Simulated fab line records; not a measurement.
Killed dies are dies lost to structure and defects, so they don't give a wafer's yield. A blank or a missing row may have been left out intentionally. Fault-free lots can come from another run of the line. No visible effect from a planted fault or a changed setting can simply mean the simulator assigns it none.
A struck lot beside a sound one + flow nand harc + 15 steps out of a route of 1159
Sound: these wafers, L983.1, L983.3, L983.5. Wafers L997.2, L997.4, L997.5 were the ones struck. Last of all comes the cause.
For every step that has rows: the tool of each side, followed by ch and its chambers, followed by its first start. Under that, the readings that differ: sound wafers + struck wafers + difference of the means + sigmas: that difference in standard deviations of wafers without a fault.
alike: a reading whose means differ by less than 2 such deviations, as well as words and numbers matching on both sides. not compared: withheld readings; readings where some wafer has no value; bounds like >300 that might hide an equal value; numbers whose values overlap and for which the record gives no deviation.
Wherever a step has rows on one side only, a row that says differs or no value, or a row with sigmas, the two part there. When numbers do not overlap yet have no deviation, they are printed without sigmas and do not part them. Lack of a reading on every wafer of one side parts them only where that side has two or more wafers.

first, 8 steps without rows for these wafers: NHARC_P_BONDPAD_HMDS_02 (time 30 s); NHARC_P_BONDPAD_COAT_36 (time 65 s); NHARC_P_BONDPAD_COAT_03 (resist thk 600 nm); NHARC_P_BONDPAD_SOFTBAKE_04 (time 70 s); NHARC_P_BONDPAD_EBR_05; NHARC_P_BONDPAD_EXPOSE_06 (exposes mask P BPAD); NHARC_P_BONDPAD_PEB_07 (peb time 80 s); NHARC_P_BONDPAD_DEVELOP_08 (time 50 s).
NHARC_P_BONDPAD_CD_MEAS_09: the cd target is 500 nm.
  sound on cd sem-02 ch 0, day 7 01:11; struck on cd sem-01 ch 0, day 10 13:06
  alike: cd nm
NHARC_P_BONDPAD_OVL_MEAS_38:
  sound: overlay-01 at day 7 01:16; struck: overlay-02 at day 10 13:11
| reading           | sound       | struck | difference | sigmas |
|-------------------|-------------|--------|------------|--------|
| overlay x nm (nm) | -14 -14 -14 | 5 5 5  | +19        | +3     |
  alike: overlay y nm
then, 1 step without rows for these wafers: NHARC_P_BONDPAD_HARDBAKE_10 (time 65 s).
NHARC_P_BONDPAD_DESCUM_11: chemistry O2, time 3 s.
  sound on rie diel-08 ch 1,3, day 7 01:24; struck on rie diel-08 ch 1,2, day 10 13:19
  alike: drypump motor current A, oes product au, rf vpp V, showerhead plenum p Torr, throttle valve pct
  not compared: rf hours counter h
NHARC_P_BONDPAD_ETCH_37: etches the open film in N2/H2, target depth 60 nm, overetch 18 nm, time 65.91 s.
  sound on rie diel-08 ch 0,2,3, day 7 01:29; struck on rie diel-08 ch 1,2,3, day 10 13:24
| reading               | sound             | struck            | difference | sigmas |
|-----------------------|-------------------|-------------------|------------|--------|
| oes product au (a.u.) | 0.991 0.998 1.012 | 0.848 0.842 0.837 | -0.158     | -17    |
  alike: drypump motor current A, rf vpp V, showerhead plenum p Torr, throttle valve pct
  not compared: rf hours counter h
NHARC_P_BONDPAD_ETCH_12: etches the open film in CHF3/O2, target depth 200 nm, time 100 s.
  sound: rie diel-08 ch 0,1,2; struck: rie diel-08 ch 0,3
  alike: drypump motor current A, oes product au, rf vpp V, showerhead plenum p Torr, throttle valve pct
  not compared: rf hours counter h
-- jump in the record: it breaks off in module P_BONDPAD and resumes in module END (first step shown: number 1159 of the route), and 13 days separate the struck wafers' starts before and after --
NHARC_END_SORT_01:
  sound on prober-02 ch 0, day 19 22:35; struck on prober-01 ch 0, day 23 03:40
| reading                | sound          | struck         | difference | sigmas |
|------------------------|----------------|----------------|------------|--------|
| killed at other        | 1 1 0          | 2 7 1          | +3         | +2     |
| sort rim yield pct (%) | 96.2 97.2 99.1 | 93.4 93.4 86.8 | -6.3       | -2     |
  alike: defect limited yield, killed at array, killed at periphery, killed dies, killed open, killed short, sort_bin_2_pct, sort_bin_3_pct, sort_bin_4_pct, sort n pass, sort yield pct

## WHERE THEY PART
Earliest at NHARC_P_BONDPAD_OVL_MEAS_38; latest, in this record, at NHARC_END_SORT_01.

WHY: what had been put in by the simulator
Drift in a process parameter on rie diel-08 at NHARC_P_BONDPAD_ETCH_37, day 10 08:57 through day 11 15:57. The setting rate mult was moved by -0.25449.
